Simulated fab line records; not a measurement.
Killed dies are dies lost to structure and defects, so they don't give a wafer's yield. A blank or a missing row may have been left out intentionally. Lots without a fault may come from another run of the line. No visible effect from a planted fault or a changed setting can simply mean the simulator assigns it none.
A struck lot beside a sound one	flow nand_harc	43 out of 1159 route steps
Sound: these wafers, L245.2, L245.4, L245.6. The struck wafers were L246.1, L246.3, L246.5. The cause is given at the end.
Per side, at each step with rows, come the tool, then ch with its chambers, and then its first start. Under that, the readings that differ: sound wafers	struck wafers	difference of the means	sigmas: that difference in standard deviations of wafers without a fault.
alike: words and numbers the same on both sides, and readings whose means are apart by under 2 such deviations; not compared: readings that were withheld, readings missing a value for some wafer, numbers with overlapping values and no deviation given by the record, and bounds like >300 which may hide the same value.
A row with sigmas, a row that says differs or no value, or rows on one side alone: a step with any of these is where the two part. Numbers that have no deviation but don't overlap get no sigmas and don't part them. A reading that every wafer of one side lacks parts them only if that side has two wafers or more.

first, 1 step without rows for these wafers: NHARC_THIN_TSV_GRIND_00.
NHARC_THIN_TSV_CMP_01: polishes.
  sound on cmp-01 ch 0,3, day 21 07:58; struck on cmp-02 ch 0,2,3, day 22 03:20
  alike: edge_zone_pressure_frac, motor_current_A, retaining_ring_pressure_frac
NHARC_THIN_TSV_THK_MEAS_02: measures by ir.
  struck on film_metro-01, day 22 03:34; sound on film_metro-01, day 21 08:13
  alike: thk_nm
then, 9 steps without rows for these wafers: NHARC_THIN_TSV_SRD_03; NHARC_THIN_TSV_PRECLEAN_41 (cleans in SC1); NHARC_THIN_TSV_SRD_42; NHARC_THIN_TSV_DEP_43 (deposits SiO2, target thk 1328.5 nm); NHARC_THIN_TSV_DEHYDRATE_04 (time 120 s); NHARC_THIN_TSV_HMDS_05 (time 30 s); NHARC_THIN_TSV_COAT_06; NHARC_THIN_TSV_SOFTBAKE_07 (time 95 s); NHARC_THIN_TSV_EBR_08.
NHARC_THIN_TSV_EXPOSE_09: exposes mask TSV.
  sound on krf_scanner-04 ch 0, day 21 09:00; struck on krf_scanner-04 ch 0, day 22 04:20
reading	sound	struck	difference	sigmas
exposure_dose_mJ_cm2	30.74 30.77 30.74	19.88 19.86 19.88	-10.88	-99 or more
  alike: mask
then, 2 steps without rows for these wafers: NHARC_THIN_TSV_PEB_10 (peb time 85 s); NHARC_THIN_TSV_DEVELOP_11 (time 70 s).
NHARC_THIN_TSV_CD_MEAS_12: target cd 1000 nm.
  sound on cd_sem-02 ch 0, day 21 09:09; struck on cd_sem-02 ch 0, day 22 04:29
reading	sound	struck	difference	sigmas
cd_nm (nm)	1002.1 1003.4 1002.3	993.5 989.8 992.9	-10.5	-6
then, 1 step without rows for these wafers: NHARC_THIN_TSV_HARDBAKE_13 (time 80 s).
NHARC_THIN_TSV_DESCUM_14: chemistry O2, time 3 s.
  sound on rie_diel-05 ch 0,1,3, day 21 09:19; struck on rie_diel-05 ch 1,2,3, day 22 04:38
  alike: drypump_motor_current_A, oes_product_au, rf_vpp_V, showerhead_plenum_p_Torr, throttle_valve_pct
  not compared: rf_hours_counter_h
then, 2 steps without rows for these wafers: NHARC_THIN_TSV_ETCH_44 (etches the open film in CF4/O2, target depth 1594.2 nm, time 797.1 s); NHARC_THIN_TSV_ETCH_15 (target depth 3000 nm, bosch target overetch cycles 2, bosch etch step 2.8 s).
NHARC_THIN_TSV_CD_MEAS_16:
  struck on cd_sem-02, day 22 05:27; sound on cd_sem-02, day 21 10:07
reading	sound	struck	difference	sigmas
cd_nm (nm)	1002.8 1004.0 1001.7	993.3 990.6 993.2	-10.5	-6
then, 2 steps without rows for these wafers: NHARC_THIN_TSV_STRIP_45 (strips in O2); NHARC_THIN_TSV_STRIP_46 (strips in post etch residue remover, time 1200 s).
NHARC_THIN_TSV_DEP_47: deposits SiO2, target thk 200 nm.
  sound on pecvd-02 ch 0,1,2, day 21 10:59; struck on pecvd-02 ch 1,2, day 22 06:20
  alike: flow_sccm, throttle_valve_pct
then, 1 step without rows for these wafers: NHARC_THIN_TSV_ETCHBACK_48 (etches the open film in C4F8/Ar, target depth 1028.5 nm, time 405.17 s).
NHARC_THIN_TSV_STRIP_62: strips in N2/H2, time 20 s.
  sound on plasma_asher-01 ch 0,1, day 21 11:50; struck on plasma_asher-01 ch 0, day 22 07:05
  alike: drypump_motor_current_A, heater_power_w
  not compared: rf_hours_counter_h
then, 6 steps without rows for these wafers: NHARC_THIN_TSV_DEGAS_49 (time 120 s); NHARC_THIN_TSV_PRE_CLEAN_50 (time 30 s); NHARC_THIN_TSV_PVD_19 (deposits TaN, target thk 20 nm); NHARC_THIN_TSV_PVD_51 (deposits Cu, target thk 100 nm); NHARC_THIN_TSV_ECD_20 (material Cu, target thk 2000 nm); NHARC_THIN_TSV_ANNEAL_52 (time 90 s).
NHARC_THIN_TSV_CMP_21: polishes, t overpolish 30 s, target thk 2000 nm.
  sound on cmp-02 ch 2,3, day 21 13:31; struck on cmp-01 ch 2,3, day 22 08:47
  alike: edge_zone_pressure_frac, motor_current_A, overpolish_run_s, retaining_ring_pressure_frac
then, 8 steps without rows for these wafers: NHARC_THIN_TSV_SRD_23; NHARC_THIN_TSV_DEGAS_53 (time 60 s); NHARC_THIN_TSV_PRE_CLEAN_54 (time 30 s); NHARC_THIN_TSV_PVD_55 (deposits TiN, target thk 50 nm); NHARC_THIN_TSV_PVD_24 (deposits Al, target thk 800 nm); NHARC_THIN_TSV_DEHYDRATE_25 (time 120 s); NHARC_THIN_TSV_HMDS_26 (time 30 s); NHARC_THIN_TSV_COAT_27.
NHARC_THIN_TSV_CD_MEAS_37:
  struck on cd_sem-02, day 22 11:49; sound on cd_sem-01, day 21 16:34
reading	sound	struck	difference	sigmas
cd_nm (nm)	5002.8 5004.6 5001.3	4992.8 4989.4 4992.0	-11.5	-4
NHARC_END_SORT_01:
  sound on prober-01 ch 0, day 22 15:45; struck on prober-01 ch 0, day 23 06:37
  alike: defect_limited_yield, killed_at_array, killed_at_other, killed_at_periphery, killed_dies, killed_open, killed_short, sort_bin_2_pct, sort_bin_3_pct, sort_bin_4_pct, sort_n_pass, sort_rim_yield_pct, sort_yield_pct

== WHERE THEY PART ==
Earliest at NHARC_THIN_TSV_EXPOSE_09; latest, in this record, at NHARC_THIN_TSV_CD_MEAS_37. Later steps at which nothing parts them and some readings are alike: NHARC_END_SORT_01.

WHY: whatever the simulator had introduced
Drift in process parameters on krf_scanner-04 at NHARC_THIN_TSV_EXPOSE_09, starting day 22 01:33. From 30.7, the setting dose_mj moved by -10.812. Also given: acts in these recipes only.
